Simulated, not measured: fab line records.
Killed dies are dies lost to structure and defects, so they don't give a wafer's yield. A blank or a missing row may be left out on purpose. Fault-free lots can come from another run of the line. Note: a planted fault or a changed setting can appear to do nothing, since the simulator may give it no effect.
Struck lot and sound lot, side by side    flow n5 finfet    35 out of 1938 route steps
Sound: the wafers L292.1, L292.2, L292.5. Struck: wafers L303.1, L303.5. (L303.3 of the same lot was not struck and is left out.) The cause comes at the end.
Per side, at each step with rows, come the tool, then ch with its chambers, and then its first start. Under that, the readings that differ: sound wafers    struck wafers    difference of the means    sigmas: that difference in standard deviations of wafers without a fault.
alike: words and numbers the same on both sides, and readings whose means are apart by under 2 such deviations; not compared: readings that were withheld, readings missing a value for some wafer, numbers with overlapping values and no deviation given by the record, and bounds like >300 which may hide the same value.
A row with sigmas, a row that says differs or no value, or rows on one side alone: a step with any of these is where the two part. Numbers that have no deviation but don't overlap get no sigmas and don't part them. A reading that every wafer of one side lacks parts them only if that side has two wafers or more.

first, 9 steps without rows for these wafers: N5_BEOL_M15_COAT_22 (resist thk 800 nm); N5_BEOL_M15_EBR_24; N5_BEOL_M15_SOFTBAKE_23 (time 60 s); N5_BEOL_M15_EXPOSE_25 (exposes mask M15, target cd 400 nm); N5_BEOL_M15_PEB_26 (peb time 90 s); N5_BEOL_M15_DEVELOP_27 (develop time 45 s); N5_BEOL_M15_HARDBAKE_32 (time 120 s); N5_BEOL_M15_DESCUM_33 (chemistry O2, time 7.9 s); N5_BEOL_M15_ETCH_61 (etches BARC in N2/H2, target depth 89 nm, overetch 26.7 nm, time 67.9 s).
N5_BEOL_M15_TRENCH_ETCH_34: etches SiO2 in C4F8/O2/Ar, target depth 872.93 nm, time 199 s.
  sound on rie diel-06 ch 1,3, day 13 01:53; struck on rie diel-06 ch 0, day 16 21:29
  alike: drypump motor current A, oes_f_703_au, oes_o_777_au, oes product au, rf vpp V, showerhead plenum p Torr, throttle valve pct
  not compared: rf hours counter h
then, 24 steps without rows for these wafers: N5_BEOL_M15_STRIP_36 (strips in O2); N5_BEOL_M15_STRIP_62 (strips in O2); N5_BEOL_M15_STRIP_37 (strips in O2); N5_BEOL_M15_ETCH_38 (etches SiCN in CF4/N2, target depth 106.4 nm, time 120.5 s); N5_BEOL_M15_PRECLEAN_39 (cleans in residue remover, time 60 s); N5_BEOL_M15_SRD_40 (time 30 s, dry time 30 s); N5_BEOL_M15_DEGAS_41 (time 60 s); N5_BEOL_M15_PRE_CLEAN_42 (time 30 s); N5_BEOL_M15_SPUTTER_43 (material TaN, target thk 15 nm, time 24.19 s); N5_BEOL_M15_SPUTTER_44 (material Ta, target thk 15 nm, time 24.19 s); N5_BEOL_M15_SPUTTER_45 (material Cu, target thk 100 nm, time 16.67 s); N5_BEOL_M15_ECD_47 (material Cu, target thk 1860 nm); N5_BEOL_M15_ANNEAL_48 (time 90 s); N5_BEOL_M15_CMP_49 (polishes, stops on SiO2, t overpolish 4.9 s, target thk 850 nm); N5_BEOL_M15_PRE_CLEAN_52 (time 15 s); N5_BEOL_M15_DEP_53 (deposits SiCN from 3MS/NH3, target thk 50 nm, time 17.8 s); N5_PASSIVATION_PECVD_00 (deposits SiO2 from SiH4/N2O, target thk 200 nm, time 11.2 s); N5_MIM_BOT_DEGAS_01 (time 60 s); N5_MIM_BOT_SPUTTER_00 (material TiN, target thk 35 nm, time 89.7 s); N5_MIM_TOP_ALD_00 (deposits Al2O3, purge time 3 s, co reactant pulse time 3 s); N5_MIM_TOP_ALD_01 (deposits HfO2, target thk 5.6 nm, pulse time 1 s, purge time 3 s); N5_MIM_TOP_ALD_02 (deposits Al2O3, purge time 3 s, co reactant pulse time 3 s); N5_MIM_TOP_DEGAS_04 (time 60 s); N5_MIM_TOP_SPUTTER_03 (material TiN, target thk 35 nm, time 89.7 s).
N5_PASSIVATION_PROBE_49:
  rows exist in the record for the struck wafers here (prober-02, day 17 15:08), but not for the sound ones

WHERE THEY PART
N5_PASSIVATION_PROBE_49 only, going by this record.

WHY: whatever the simulator had introduced
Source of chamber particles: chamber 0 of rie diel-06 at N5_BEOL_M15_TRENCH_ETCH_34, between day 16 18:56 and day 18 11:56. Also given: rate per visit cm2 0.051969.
